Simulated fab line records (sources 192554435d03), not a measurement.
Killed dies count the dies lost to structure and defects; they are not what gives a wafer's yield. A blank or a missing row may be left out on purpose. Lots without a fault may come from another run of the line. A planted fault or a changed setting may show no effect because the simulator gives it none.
fab line records / flow n5_finfet
record: lots: 12 wafers: 35 last_day: 19
route steps=1938 shown SD_EPI_N@287 ILD0@338
lots that met no fault: from a run of the same line without faults
start_h: the number of hours between the record's first day and the start of the first shown wafer of the lot / wait_h: time in hours since the lot's previous step / " as in the row above / L1.1+2: a single row standing in for several wafers / - no value, or no start was given / * or withheld: withheld / < > ~ a bound
route shown NAME@n: names a module that has steps shown in the file, with the first one's number in the route / usual: mean and standard deviation over wafers with no fault / same: alike in all rows / chamber/n: place in a boat / sites: per-site readings / _std_site: the values' standard deviation / _edge_site: inner sites' mean taken away from outer sites' mean / radius_mm: for every site, how far away it sits from the centre of the wafer / mask NAME#n: copy n / behind: tool/chamber where the wafer was last shaped / hold: why the lot was held/for how many hours/how that ended / device: transistor that didn't switch, given as n, p or np / end of line: tests run on the same wafers once the route is complete / a step given without rows: its recipe and nothing more / killed: not the wafer's yield, but the dies lost to structure and defects at the first sort / map: per-die view of a wafer (x killed, . not killed, _ where there is no die)
set.NAME: the setting the step ran with; set.NAME@STEP: the setting that earlier step ran with / model.NAME: the simulator's own value behind a step, which no gauge read
a sample of lots followed through the steps of the route, with each step as a table and each wafer as a row
services: a tool's chamber out of use, with start hour (start_h, from the record's first day; less than 0 if before it), hours out, and reason
== steps ==
step: N5_SD_EPI_N_VAPOR_ETCH_50
recipe: chemistry: HCl target: Si temp_c: 775 time_s: 54 pressure_torr: 20 mode: isotropic
usual: throttle_valve_pct: 11.9/0.32
lot.wafer=L748.2 tool=epi_rpcvd-01 chamber=0 start_h=52.66 wait_h=0.3 throttle_valve_pct=11.2
lot.wafer=L748.3 tool=epi_rpcvd-01 chamber=0 start_h=52.66 wait_h=0.3 throttle_valve_pct=11.7
lot.wafer=L748.5 tool=epi_rpcvd-01 chamber=0 start_h=52.66 wait_h=0.3 throttle_valve_pct=11.5
lot.wafer=L749.3 tool=epi_rpcvd-01 chamber=0 start_h=57.82 wait_h=0.2 throttle_valve_pct=11.6
lot.wafer=L749.4 tool=epi_rpcvd-01 chamber=0 start_h=57.82 wait_h=0.2 throttle_valve_pct=11.6
lot.wafer=L749.6 tool=epi_rpcvd-01 chamber=0 start_h=57.82 wait_h=0.2 throttle_valve_pct=11.5
lot.wafer=L750.1 tool=epi_rpcvd-01 chamber=0 start_h=64.36 wait_h=0.3 throttle_valve_pct=11.8
lot.wafer=L750.2 tool=epi_rpcvd-01 chamber=0 start_h=64.36 wait_h=0.3 throttle_valve_pct=11.3
lot.wafer=L750.6 tool=epi_rpcvd-01 chamber=0 start_h=64.36 wait_h=0.3 throttle_valve_pct=11.6
lot.wafer=L751.3 tool=epi_rpcvd-01 chamber=0 start_h=70.23 wait_h=0.2 throttle_valve_pct=11.6
lot.wafer=L751.4 tool=epi_rpcvd-01 chamber=0 start_h=70.23 wait_h=0.2 throttle_valve_pct=11.6
lot.wafer=L751.5 tool=epi_rpcvd-01 chamber=0 start_h=70.23 wait_h=0.2 throttle_valve_pct=11.8
lot.wafer=L758.4 tool=epi_rpcvd-04 chamber=0 start_h=114.39 wait_h=0.3 throttle_valve_pct=12.3
lot.wafer=L758.5 tool=epi_rpcvd-04 chamber=0 start_h=114.39 wait_h=0.3 throttle_valve_pct=12.3
lot.wafer=L758.6 tool=epi_rpcvd-04 chamber=0 start_h=114.39 wait_h=0.3 throttle_valve_pct=12.0
lot.wafer=L759.3 tool=epi_rpcvd-03 chamber=0 start_h=117.09 wait_h=0.2 throttle_valve_pct=11.9
lot.wafer=L759.4 tool=epi_rpcvd-03 chamber=0 start_h=117.09 wait_h=0.2 throttle_valve_pct=12.2
lot.wafer=L759.5 tool=epi_rpcvd-03 chamber=0 start_h=117.09 wait_h=0.2 throttle_valve_pct=12.0
lot.wafer=L761.3 tool=epi_rpcvd-03 chamber=0 start_h=129.57 wait_h=0.2 throttle_valve_pct=12.0
lot.wafer=L761.4 tool=epi_rpcvd-03 chamber=0 start_h=129.57 wait_h=0.2 throttle_valve_pct=12.2
lot.wafer=L765.4 tool=epi_rpcvd-01 chamber=0 start_h=151.17 wait_h=0.2 throttle_valve_pct=11.6
lot.wafer=L765.5 tool=epi_rpcvd-01 chamber=0 start_h=151.17 wait_h=0.2 throttle_valve_pct=11.4
lot.wafer=L765.6 tool=epi_rpcvd-01 chamber=0 start_h=151.17 wait_h=0.2 throttle_valve_pct=11.5
lot.wafer=L766.1 tool=epi_rpcvd-03 chamber=0 start_h=157.13 wait_h=0.3 throttle_valve_pct=12.1
lot.wafer=L766.3 tool=epi_rpcvd-03 chamber=0 start_h=157.13 wait_h=0.3 throttle_valve_pct=12.4
lot.wafer=L766.4 tool=epi_rpcvd-03 chamber=0 start_h=157.13 wait_h=0.3 throttle_valve_pct=12.0
lot.wafer=L769.4 tool=epi_rpcvd-04 chamber=0 start_h=179.30 wait_h=0.4 throttle_valve_pct=12.1
lot.wafer=L769.5 tool=epi_rpcvd-04 chamber=0 start_h=179.30 wait_h=0.4 throttle_valve_pct=11.9
lot.wafer=L769.6 tool=epi_rpcvd-04 chamber=0 start_h=179.30 wait_h=0.4 throttle_valve_pct=12.2
lot.wafer=L770.3 tool=epi_rpcvd-03 chamber=0 start_h=181.35 wait_h=0.2 throttle_valve_pct=12.4
lot.wafer=L770.5 tool=epi_rpcvd-03 chamber=0 start_h=181.35 wait_h=0.2 throttle_valve_pct=12.0
lot.wafer=L770.6 tool=epi_rpcvd-03 chamber=0 start_h=181.35 wait_h=0.2 throttle_valve_pct=12.4
lot.wafer=L771.2 tool=epi_rpcvd-03 chamber=0 start_h=191.18 wait_h=0.4 throttle_valve_pct=12.1
lot.wafer=L771.3 tool=epi_rpcvd-03 chamber=0 start_h=191.18 wait_h=0.4 throttle_valve_pct=12.2
lot.wafer=L771.5 tool=epi_rpcvd-03 chamber=0 start_h=191.18 wait_h=0.4 throttle_valve_pct=12.3
step: N5_ILD0_CMP_03
recipe: stop_on: SiNx t_overpolish_s: 1.9 post_cmp_clean: alkaline_brush down_force_psi: 4.1491 platen_rpm: 51.796 pad_velocity_m_s: 1.0306 target_thk_nm: 197.38
usual: edge_zone_pressure_frac: 1.000/0.005 motor_current_A: 13.2/1.1 overpolish_run_s: 1.900/0.0084 time_to_endpoint_s: 72/4.9
lot.wafer=L748.3 tool=cmp-01 chamber=2 start_h=62.41 wait_h=0.1 edge_zone_pressure_frac=1.004 motor_current_A=13.6 overpolish_run_s=1.897 time_to_endpoint_s=74
lot.wafer=L748.2 tool=cmp-01 chamber=0 start_h=62.41 wait_h=0.1 edge_zone_pressure_frac=0.996 motor_current_A=13.5 overpolish_run_s=1.903 time_to_endpoint_s=78
lot.wafer=L748.5 tool=cmp-01 chamber=1 start_h=62.41 wait_h=0.1 edge_zone_pressure_frac=0.992 motor_current_A=13.6 overpolish_run_s=1.900 time_to_endpoint_s=68
lot.wafer=L749.3 tool=cmp-01 chamber=1 start_h=67.55 wait_h=0.1 edge_zone_pressure_frac=0.997 motor_current_A=13.7 overpolish_run_s=1.888 time_to_endpoint_s=67
lot.wafer=L749.4 tool=cmp-01 chamber=3 start_h=67.55 wait_h=0.1 edge_zone_pressure_frac=1.000 motor_current_A=10.2 overpolish_run_s=1.894 time_to_endpoint_s=65
lot.wafer=L749.6 tool=cmp-01 chamber=1 start_h=67.55 wait_h=0.1 edge_zone_pressure_frac=0.997 motor_current_A=12.5 overpolish_run_s=1.904 time_to_endpoint_s=66
lot.wafer=L750.2 tool=cmp-01 chamber=0 start_h=74.95 wait_h=0.0 edge_zone_pressure_frac=1.000 motor_current_A=13.8 overpolish_run_s=1.894 time_to_endpoint_s=76
lot.wafer=L750.1 tool=cmp-01 chamber=3 start_h=74.95 wait_h=0.0 edge_zone_pressure_frac=0.999 motor_current_A=10.3 overpolish_run_s=1.907 time_to_endpoint_s=61
lot.wafer=L750.6 tool=cmp-01 chamber=0 start_h=74.95 wait_h=0.0 edge_zone_pressure_frac=1.004 motor_current_A=12.6 overpolish_run_s=1.890 time_to_endpoint_s=79
lot.wafer=L751.4 tool=cmp-02 chamber=0 start_h=79.95 wait_h=0.0 edge_zone_pressure_frac=1.002 motor_current_A=13.4 overpolish_run_s=1.906 time_to_endpoint_s=71
lot.wafer=L751.3 tool=cmp-02 chamber=3 start_h=79.95 wait_h=0.0 edge_zone_pressure_frac=0.991 motor_current_A=13.8 overpolish_run_s=1.909 time_to_endpoint_s=68
lot.wafer=L751.5 tool=cmp-02 chamber=1 start_h=79.95 wait_h=0.0 edge_zone_pressure_frac=0.996 motor_current_A=11.7 overpolish_run_s=1.887 time_to_endpoint_s=69
lot.wafer=L758.4 tool=cmp-02 chamber=1 start_h=126.47 wait_h=0.1 edge_zone_pressure_frac=0.994 motor_current_A=11.7 overpolish_run_s=1.896 time_to_endpoint_s=149
lot.wafer=L758.6 tool=cmp-02 chamber=3 start_h=126.47 wait_h=0.1 edge_zone_pressure_frac=0.996 motor_current_A=13.1 overpolish_run_s=1.922 time_to_endpoint_s=72
lot.wafer=L758.5 tool=cmp-02 chamber=0 start_h=126.47 wait_h=0.1 edge_zone_pressure_frac=0.999 motor_current_A=12.5 overpolish_run_s=1.893 time_to_endpoint_s=73
lot.wafer=L759.4 tool=cmp-02 chamber=1 start_h=126.79 wait_h=0.1 edge_zone_pressure_frac=1.004 motor_current_A=11.4 overpolish_run_s=1.906 time_to_endpoint_s=147
lot.wafer=L759.3 tool=cmp-02 chamber=2 start_h=126.79 wait_h=0.1 edge_zone_pressure_frac=0.997 motor_current_A=13.2 overpolish_run_s=1.889 time_to_endpoint_s=76
lot.wafer=L759.5 tool=cmp-02 chamber=0 start_h=126.79 wait_h=0.1 edge_zone_pressure_frac=0.998 motor_current_A=13.1 overpolish_run_s=1.891 time_to_endpoint_s=77
lot.wafer=L761.3 tool=cmp-02 chamber=1 start_h=140.74 wait_h=0.1 edge_zone_pressure_frac=1.003 motor_current_A=11.9 overpolish_run_s=1.893 time_to_endpoint_s=73
lot.wafer=L761.4 tool=cmp-02 chamber=2 start_h=140.74 wait_h=0.1 edge_zone_pressure_frac=0.997 motor_current_A=12.6 overpolish_run_s=1.902 time_to_endpoint_s=152
lot.wafer=L765.4 tool=cmp-04 chamber=2 start_h=162.01 wait_h=0.1 edge_zone_pressure_frac=1.001 motor_current_A=15.0 overpolish_run_s=1.903 time_to_endpoint_s=66
lot.wafer=L765.5 tool=cmp-04 chamber=0 start_h=162.01 wait_h=0.1 edge_zone_pressure_frac=1.009 motor_current_A=14.5 overpolish_run_s=1.894 time_to_endpoint_s=69
lot.wafer=L765.6 tool=cmp-04 chamber=1 start_h=162.01 wait_h=0.1 edge_zone_pressure_frac=0.997 motor_current_A=14.9 overpolish_run_s=1.909 time_to_endpoint_s=65
lot.wafer=L766.4 tool=cmp-04 chamber=2 start_h=168.56 wait_h=0.0 edge_zone_pressure_frac=1.000 motor_current_A=13.9 overpolish_run_s=1.889 time_to_endpoint_s=65
lot.wafer=L766.3 tool=cmp-04 chamber=0 start_h=168.56 wait_h=0.0 edge_zone_pressure_frac=1.009 motor_current_A=14.1 overpolish_run_s=1.905 time_to_endpoint_s=70
lot.wafer=L766.1 tool=cmp-04 chamber=1 start_h=168.56 wait_h=0.0 edge_zone_pressure_frac=0.996 motor_current_A=14.9 overpolish_run_s=1.898 time_to_endpoint_s=66
lot.wafer=L769.4 tool=cmp-04 chamber=0 start_h=192.15 wait_h=0.0 edge_zone_pressure_frac=1.004 motor_current_A=13.0 overpolish_run_s=1.905 time_to_endpoint_s=68
lot.wafer=L769.6 tool=cmp-04 chamber=0 start_h=192.15 wait_h=0.0 edge_zone_pressure_frac=1.002 motor_current_A=14.5 overpolish_run_s=1.897 time_to_endpoint_s=70
lot.wafer=L769.5 tool=cmp-04 chamber=1 start_h=192.15 wait_h=0.0 edge_zone_pressure_frac=1.003 motor_current_A=14.3 overpolish_run_s=1.894 time_to_endpoint_s=62
lot.wafer=L770.3 tool=cmp-04 chamber=1 start_h=192.79 wait_h=0.1 edge_zone_pressure_frac=1.002 motor_current_A=15.2 overpolish_run_s=1.923 time_to_endpoint_s=62
lot.wafer=L770.5 tool=cmp-04 chamber=2 start_h=192.79 wait_h=0.1 edge_zone_pressure_frac=0.988 motor_current_A=14.0 overpolish_run_s=1.908 time_to_endpoint_s=64
lot.wafer=L770.6 tool=cmp-04 chamber=3 start_h=192.79 wait_h=0.1 edge_zone_pressure_frac=0.998 motor_current_A=11.5 overpolish_run_s=1.892 time_to_endpoint_s=68
lot.wafer=L771.2 tool=cmp-01 chamber=1 start_h=202.75 wait_h=0.1 edge_zone_pressure_frac=1.004 motor_current_A=13.5 overpolish_run_s=1.899 time_to_endpoint_s=66
lot.wafer=L771.3 tool=cmp-01 chamber=3 start_h=202.75 wait_h=0.1 edge_zone_pressure_frac=1.007 motor_current_A=10.2 overpolish_run_s=1.898 time_to_endpoint_s=58
lot.wafer=L771.5 tool=cmp-01 chamber=1 start_h=202.75 wait_h=0.1 edge_zone_pressure_frac=0.998 motor_current_A=13.4 overpolish_run_s=1.896 time_to_endpoint_s=60
step: N5_ILD0_CMP_12
recipe: stop_on: poly-Si material: SiNx t_overpolish_s: 6 post_cmp_clean: alkaline_brush down_force_psi: 2.5 platen_rpm: 51.8 pad_velocity_m_s: 1.0307 target_thk_nm: 17.67
usual: edge_zone_pressure_frac: 1.000/0.005 motor_current_A: 9.6/0.96 overpolish_run_s: 6.000/0.0087 time_to_endpoint_s: 30/3.7
lot.wafer=L748.2 tool=cmp-01 chamber=0 start_h=66.10 wait_h=1.2 edge_zone_pressure_frac=0.997 motor_current_A=9.5 overpolish_run_s=5.998 time_to_endpoint_s=37
lot.wafer=L748.3 tool=cmp-01 chamber=2 start_h=66.10 wait_h=1.2 edge_zone_pressure_frac=1.002 motor_current_A=9.9 overpolish_run_s=6.003 time_to_endpoint_s=36
lot.wafer=L748.5 tool=cmp-01 chamber=1 start_h=66.10 wait_h=1.2 edge_zone_pressure_frac=0.990 motor_current_A=9.9 overpolish_run_s=6.004 time_to_endpoint_s=30
lot.wafer=L749.3 tool=cmp-04 chamber=3 start_h=71.31 wait_h=1.2 edge_zone_pressure_frac=1.003 motor_current_A=8.3 overpolish_run_s=6.011 time_to_endpoint_s=29
lot.wafer=L749.4 tool=cmp-04 chamber=0 start_h=71.31 wait_h=1.2 edge_zone_pressure_frac=1.003 motor_current_A=10.4 overpolish_run_s=6.008 time_to_endpoint_s=32
lot.wafer=L749.6 tool=cmp-04 chamber=2 start_h=71.31 wait_h=1.2 edge_zone_pressure_frac=0.998 motor_current_A=10.4 overpolish_run_s=6.007 time_to_endpoint_s=27
lot.wafer=L750.1 tool=cmp-04 chamber=1 start_h=78.75 wait_h=1.2 edge_zone_pressure_frac=0.997 motor_current_A=10.7 overpolish_run_s=5.999 time_to_endpoint_s=27
lot.wafer=L750.2 tool=cmp-04 chamber=2 start_h=78.75 wait_h=1.2 edge_zone_pressure_frac=0.992 motor_current_A=10.1 overpolish_run_s=6.004 time_to_endpoint_s=28
lot.wafer=L750.6 tool=cmp-04 chamber=0 start_h=78.75 wait_h=1.2 edge_zone_pressure_frac=0.997 motor_current_A=10.5 overpolish_run_s=6.010 time_to_endpoint_s=30
lot.wafer=L751.3 tool=cmp-02 chamber=0 start_h=83.49 wait_h=1.1 edge_zone_pressure_frac=1.008 motor_current_A=9.4 overpolish_run_s=5.987 time_to_endpoint_s=30
lot.wafer=L751.4 tool=cmp-02 chamber=3 start_h=83.49 wait_h=1.1 edge_zone_pressure_frac=1.007 motor_current_A=9.5 overpolish_run_s=5.999 time_to_endpoint_s=28
lot.wafer=L751.5 tool=cmp-02 chamber=0 start_h=83.49 wait_h=1.1 edge_zone_pressure_frac=1.005 motor_current_A=9.1 overpolish_run_s=5.995 time_to_endpoint_s=31
lot.wafer=L758.4 tool=cmp-04 chamber=1 start_h=129.97 wait_h=0.1 edge_zone_pressure_frac=1.002 motor_current_A=11.4 overpolish_run_s=5.995 time_to_endpoint_s=27
lot.wafer=L758.6 tool=cmp-04 chamber=0 start_h=129.97 wait_h=0.1 edge_zone_pressure_frac=0.994 motor_current_A=10.5 overpolish_run_s=6.010 time_to_endpoint_s=32
lot.wafer=L758.5 tool=cmp-04 chamber=1 start_h=129.97 wait_h=0.1 edge_zone_pressure_frac=0.998 motor_current_A=10.8 overpolish_run_s=6.004 time_to_endpoint_s=28
lot.wafer=L759.3 tool=cmp-01 chamber=1 start_h=130.51 wait_h=1.1 edge_zone_pressure_frac=1.005 motor_current_A=9.7 overpolish_run_s=6.009 time_to_endpoint_s=30
lot.wafer=L759.4 tool=cmp-01 chamber=3 start_h=130.51 wait_h=1.1 edge_zone_pressure_frac=1.003 motor_current_A=7.9 overpolish_run_s=5.997 time_to_endpoint_s=27
lot.wafer=L759.5 tool=cmp-01 chamber=1 start_h=130.51 wait_h=1.1 edge_zone_pressure_frac=1.002 motor_current_A=9.9 overpolish_run_s=6.014 time_to_endpoint_s=32
lot.wafer=L761.4 tool=cmp-02 chamber=1 start_h=144.25 wait_h=1.2 edge_zone_pressure_frac=1.005 motor_current_A=8.9 overpolish_run_s=6.012 time_to_endpoint_s=29
lot.wafer=L761.3 tool=cmp-02 chamber=2 start_h=144.25 wait_h=1.2 edge_zone_pressure_frac=0.993 motor_current_A=9.7 overpolish_run_s=5.994 time_to_endpoint_s=30
lot.wafer=L765.4 tool=cmp-01 chamber=1 start_h=166.01 wait_h=1.2 edge_zone_pressure_frac=1.002 motor_current_A=10.1 overpolish_run_s=5.986 time_to_endpoint_s=25
lot.wafer=L765.6 tool=cmp-01 chamber=2 start_h=166.01 wait_h=1.2 edge_zone_pressure_frac=1.006 motor_current_A=10.5 overpolish_run_s=6.002 time_to_endpoint_s=31
lot.wafer=L765.5 tool=cmp-01 chamber=3 start_h=166.01 wait_h=1.2 edge_zone_pressure_frac=1.010 motor_current_A=7.6 overpolish_run_s=6.013 time_to_endpoint_s=21
lot.wafer=L766.3 tool=cmp-04 chamber=0 start_h=172.16 wait_h=1.1 edge_zone_pressure_frac=1.009 motor_current_A=11.1 overpolish_run_s=6.001 time_to_endpoint_s=30
lot.wafer=L766.4 tool=cmp-04 chamber=1 start_h=172.16 wait_h=1.1 edge_zone_pressure_frac=0.999 motor_current_A=11.3 overpolish_run_s=6.010 time_to_endpoint_s=23
lot.wafer=L766.1 tool=cmp-04 chamber=3 start_h=172.16 wait_h=1.1 edge_zone_pressure_frac=0.994 motor_current_A=8.4 overpolish_run_s=6.011 time_to_endpoint_s=30
lot.wafer=L769.4 tool=cmp-01 chamber=1 start_h=195.69 wait_h=1.1 edge_zone_pressure_frac=1.000 motor_current_A=10.2 overpolish_run_s=5.999 time_to_endpoint_s=27
lot.wafer=L769.5 tool=cmp-01 chamber=1 start_h=195.69 wait_h=1.1 edge_zone_pressure_frac=0.994 motor_current_A=9.9 overpolish_run_s=5.995 time_to_endpoint_s=29
lot.wafer=L769.6 tool=cmp-01 chamber=2 start_h=195.69 wait_h=1.1 edge_zone_pressure_frac=1.001 motor_current_A=10.4 overpolish_run_s=5.993 time_to_endpoint_s=34
lot.wafer=L770.3 tool=cmp-02 chamber=2 start_h=196.38 wait_h=1.2 edge_zone_pressure_frac=1.008 motor_current_A=9.5 overpolish_run_s=6.017 time_to_endpoint_s=31
lot.wafer=L770.5 tool=cmp-02 chamber=1 start_h=196.38 wait_h=1.2 edge_zone_pressure_frac=1.010 motor_current_A=8.7 overpolish_run_s=6.006 time_to_endpoint_s=31
lot.wafer=L770.6 tool=cmp-02 chamber=2 start_h=196.38 wait_h=1.2 edge_zone_pressure_frac=1.005 motor_current_A=9.7 overpolish_run_s=6.004 time_to_endpoint_s=31
lot.wafer=L771.3 tool=cmp-02 chamber=2 start_h=207.51 wait_h=2.2 edge_zone_pressure_frac=1.000 motor_current_A=10.0 overpolish_run_s=6.018 time_to_endpoint_s=33
lot.wafer=L771.2 tool=cmp-02 chamber=0 start_h=207.51 wait_h=2.2 edge_zone_pressure_frac=0.993 motor_current_A=9.2 overpolish_run_s=5.989 time_to_endpoint_s=31
lot.wafer=L771.5 tool=cmp-02 chamber=2 start_h=207.51 wait_h=2.2 edge_zone_pressure_frac=0.998 motor_current_A=9.8 overpolish_run_s=5.993 time_to_endpoint_s=33
== services ==
tool=cmp-02 chamber=- start_h=56.23 hours=5.8 kind=repair
tool=cmp-02 chamber=- start_h=74.69 hours=0.4 kind=repair
tool=cmp-04 chamber=- start_h=84.21 hours=2.2 kind=repair
tool=cmp-04 chamber=- start_h=98.12 hours=3.3 kind=repair
tool=cmp-04 chamber=- start_h=111.36 hours=10.1 kind=pm
tool=cmp-02 chamber=- start_h=120.37 hours=3.8 kind=pm
tool=cmp-04 chamber=- start_h=123.00 hours=0.7 kind=repair
tool=cmp-04 chamber=- start_h=142.43 hours=4.0 kind=pm
tool=cmp-01 chamber=- start_h=144.06 hours=8.7 kind=pm
tool=cmp-04 chamber=- start_h=146.43 hours=- kind=consumable_replace:conditioner
tool=cmp-04 chamber=- start_h=146.43 hours=- kind=consumable_replace:pad
tool=epi_rpcvd-01 chamber=- start_h=153.38 hours=28.1 kind=pm
tool=cmp-02 chamber=- start_h=153.93 hours=0.7 kind=repair
tool=cmp-01 chamber=- start_h=158.35 hours=4.3 kind=pm
tool=epi_rpcvd-03 chamber=- start_h=165.99 hours=0.5 kind=pm
tool=cmp-01 chamber=- start_h=166.41 hours=7.5 kind=pm
tool=cmp-04 chamber=- start_h=173.15 hours=2.0 kind=repair
tool=cmp-04 chamber=- start_h=176.37 hours=6.5 kind=pm
tool=epi_rpcvd-04 chamber=- start_h=182.44 hours=27.2 kind=pm
tool=cmp-04 chamber=- start_h=183.67 hours=2.0 kind=repair
tool=cmp-02 chamber=- start_h=194.72 hours=1.6 kind=repair
tool=cmp-01 chamber=- start_h=196.79 hours=4.5 kind=repair
== key ==
first_sign: step: N5_ILD0_CMP_03 reading: time_to_endpoint_s direction: up sigmas: 16 usual: * struck: *
effect none on later readings
met_at N5_ILD0_CMP_03
struck_lots L758,L759,L761
struck_wafers L758.4,L759.4,L761.4
tester_left_out L758,L759,L761
not_acting_at N5_SD_EPI_N_VAPOR_ETCH_50,N5_ILD0_CMP_12
onset_between 79.95 126.47
fault: kind: process_parameter_drift tool: cmp-02 chamber: - onset_h: 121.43 steps: N5_ILD0_CMP_03 channel: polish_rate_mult offset: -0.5 shape: step end_h: 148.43 scope: struck_wafers_only
tester_left_out: of these lots the tester's yield and bins aren't shown, on N5 and GAA mostly nor the transistor test; their killed dies are dies lost to structure and defects alone, not to doping, threshold or leakage, so they don't give the yield
